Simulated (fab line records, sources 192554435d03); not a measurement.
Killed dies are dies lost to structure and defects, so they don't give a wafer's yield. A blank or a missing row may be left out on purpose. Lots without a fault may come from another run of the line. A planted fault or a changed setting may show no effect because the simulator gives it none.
Chamber matching | flow n5_finfet | N5_BEOL_M6_ETCH_72 on rie_diel-03: 4 sister chambers
The step etches underlayer in N2/H2, target depth 6.5 nm, time 5.2 s. 4 wafers are shown with their chamber, then 8 later ones without.

WAFERS WITH THEIR CHAMBER
wafer  | chamber | showerhead_plenum_p_Torr (Torr)
L082.1 | 1       | 2.69
L082.3 | 0       | 2.55
L082.4 | 2       | 2.71
L085.1 | 3       | 2.58

WAFERS WITHOUT THEIR CHAMBER
wafer  | showerhead_plenum_p_Torr (Torr)
L085.3 | 2.70
L085.6 | 2.68
L087.1 | 2.55
L087.3 | 2.70
L087.6 | 2.58
L088.1 | 2.68
L088.5 | 2.55
L088.6 | 2.68

WHICH CHAMBER EACH WENT THROUGH
wafer  | from the rows above     | in truth
L085.3 | can't be placed: 2 or 1 | 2
L085.6 | 1                       | 1
L087.1 | 0                       | 0
L087.3 | can't be placed: 2 or 1 | 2
L087.6 | 3                       | 3
L088.1 | 1                       | 1
L088.5 | 0                       | 0
L088.6 | 1                       | 1
Placed correctly: 6 of 8. Can't be placed from these rows: 2 (the true chamber is among the candidates in 2). Placed wrongly: 0.
How it was worked out, from the rows above alone: a wafer's distance from a chamber is the root of the sum, over the readings, of the square of ((its reading less the chamber's mean) divided by the reading's scatter). The wafer belongs to the nearest chamber; if the next one is less than 2 further off, it can't be placed. A chamber's mean is the mean of its shown wafers. The scatter: with one shown wafer a chamber, the root of the mean of the squares of how far each hidden wafer lies from its nearest shown one.
